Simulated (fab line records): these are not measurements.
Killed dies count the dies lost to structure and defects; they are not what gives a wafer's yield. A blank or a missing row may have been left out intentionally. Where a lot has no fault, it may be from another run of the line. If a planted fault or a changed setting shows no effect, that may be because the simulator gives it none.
Struck lot and sound lot, side by side | flow nand harc | 25 steps out of a route of 1302
Sound: the wafers L287.2, L287.4, L287.6. The struck wafers were L277.3, L277.4, L277.5. At the end, the cause is stated.
For every step that has rows: the tool of each side, followed by ch and its chambers, followed by its first start. Under that, the readings that differ: sound wafers | struck wafers | difference of the means | sigmas: that difference in standard deviations of wafers without a fault.
alike: readings with means less than 2 such deviations apart, plus words and numbers identical on both sides. not compared: withheld readings, readings lacking a value on some wafer, bounds such as >300 that could conceal the same value, and numbers that have no deviation in the record and whose values overlap.
The two part at a step that has a row with sigmas, a row that says differs or no value, or rows on one side only. Numbers that don't overlap but have no deviation are shown without sigmas and don't part them. A reading that every wafer of one side lacks parts them only if that side has two wafers or more.

NHARC_P_ZERO_WELL_INSPECT_43:
  sound: defect inspect-02 at day 7 06:02; struck: defect inspect-01 at day 2 23:41
  alike: raw defect count
then, 11 steps without rows for these wafers: NHARC_P_STI_ETCH_26 (etches SiO2 in dHF, target depth 11 nm); NHARC_P_STI_PRECLEAN_27 (cleans in SC1); NHARC_P_STI_SRD_28; NHARC_P_STI_OXIDE_29 (material SiO2, target thk 10 nm, ox time 1362 s); NHARC_P_STI_HM_DEP_30 (deposits Si3N4, target thk 80 nm, time 873 s); NHARC_P_STI_DEHYDRATE_01 (time 120 s); NHARC_P_STI_HMDS_02 (time 30 s); NHARC_P_STI_COAT_41 (time 65 s); NHARC_P_STI_COAT_03 (resist thk 600 nm); NHARC_P_STI_SOFTBAKE_04 (time 70 s); NHARC_P_STI_EBR_05.
NHARC_P_STI_EXPOSE_06: exposes mask P STI, target cd 200 nm.
  sound on krf scanner-02 ch 0, day 7 20:37; struck on krf scanner-01 ch 0, day 3 17:31
  reading | sound                   | struck                           | difference | sigmas
  mask    | P_STI#0 P_STI#0 P_STI#0 | P_STI_R1#0 P_STI_R1#0 P_STI_R1#0 | differs    |
then, 2 steps without rows for these wafers: NHARC_P_STI_PEB_07 (peb time 80 s); NHARC_P_STI_DEVELOP_08 (time 50 s).
NHARC_P_STI_CD_MEAS_09 targets a cd of 200 nm.
  sound on cd sem-02 ch 0, day 7 20:46; struck on cd sem-03 ch 0
  reading    | sound             | struck            | difference | sigmas
  cd nm (nm) | 203.1 200.5 201.5 | 233.9 234.5 233.4 | +32.2      | +17
  not compared: hold
NHARC_P_STI_OVL_MEAS_10:
  sound: overlay-02 at day 7 20:51; struck: overlay-01 at day 3 21:13
  reading           | sound    | struck                                                                     | difference                   | sigmas
  hold              | - - -    | await dispo/3.3h/release await dispo/3.3h/release await dispo/3.3h/release | no value on the sound wafers |
  overlay x nm (nm) | -7 -7 -7 | 4 6 5                                                                      | +12                          | +2
  alike: overlay y nm
NHARC_P_STI_INSPECT_11:
  sound: defect inspect-02 at day 7 20:53; struck: defect inspect-02 at day 3 21:15
  alike: raw defect count
then, 1 step without rows for these wafers: NHARC_P_STI_HARDBAKE_13 (time 65 s).
NHARC_P_STI_DESCUM_14: chemistry O2, time 3 s.
  sound on rie diel-07 ch 1,2,3, day 7 21:01; struck on rie diel-05 ch 0,3, day 3 21:24
  reading                | sound             | struck            | difference | sigmas
  mfc ar sccm (sccm)     | 0.012 0 0         | 0.037 0.016 0.037 | +0.026     | +2
  model.P_STI.cd nm (nm) | 203.3 201.1 200.9 | 233.7 234.7 233.4 | +32.2      |
  alike: drypump motor current A, oes product au, rf vpp V, showerhead plenum p Torr, throttle valve pct
  not compared: rf hours counter h
NHARC_P_STI_ETCH_42: etches the open film in N2/H2, target depth 80 nm, overetch 24 nm, time 61 s.
  sound on rie diel-07 ch 1,3, day 7 21:08; struck on rie diel-05 ch 0,2, day 3 21:29
  alike: drypump motor current A, mfc ar sccm, oes product au, rf vpp V, showerhead plenum p Torr, throttle valve pct
  not compared: rf hours counter h
NHARC_P_STI_ETCH_31: etches the open film in CF4/CHF3, target depth 108.9 nm, time 54.5 s.
  sound: rie diel-07 ch 1,3; struck: rie diel-05 ch 0,1,3
  reading                         | sound             | struck            | difference | sigmas
  rf vpp V (V)                    | 367.8 367.1 366.9 | 373.7 371.2 371.5 | +4.9       | +2
  showerhead plenum p Torr (Torr) | 1.49 1.49 1.50    | 1.66 1.60 1.64    | +0.14      | +2
  alike: drypump motor current A, mfc ar sccm, oes product au, throttle valve pct
  not compared: rf hours counter h
NHARC_P_STI_ETCH_15: etches the open film in HBr/Cl2, target depth 300 nm, time 100.1 s.
  sound on rie si-05 ch 1,3, day 7 21:20; struck on rie si-02 ch 2,3, day 3 21:41
  reading                | sound             | struck          | difference | sigmas
  model.P_STI.cd nm (nm) | 202.7 200.7 198.3 | 233.5 235.2 234 | +33.7      |
  alike: drypump motor current A, oes product au, throttle valve pct
  not compared: rf hours counter h
NHARC_P_STI_CD_MEAS_16:
  sound: cd sem-03 at day 7 21:31; struck: cd sem-03 at day 3 22:01
  reading    | sound             | struck            | difference | sigmas
  cd nm (nm) | 202.7 200.6 198.6 | 233.6 235.3 233.9 | +33.6      | +15
  not compared: hold
NHARC_P_STI_OCD_MEAS_17:
  sound: ocd-01 at day 7 21:35; struck: ocd-02 at day 4 03:44
  reading                | sound             | struck            | difference | sigmas
  trench foot cd nm (nm) | 162.1 160.4 161.0 | 191.7 191.8 191.9 | +30.6      | +15
  alike: trench depth nm
  not compared: hold

## WHERE THEY PART
First at NHARC_P_STI_EXPOSE_06; last, within this record, at NHARC_P_STI_OCD_MEAS_17.

WHY: the cause the simulator had injected
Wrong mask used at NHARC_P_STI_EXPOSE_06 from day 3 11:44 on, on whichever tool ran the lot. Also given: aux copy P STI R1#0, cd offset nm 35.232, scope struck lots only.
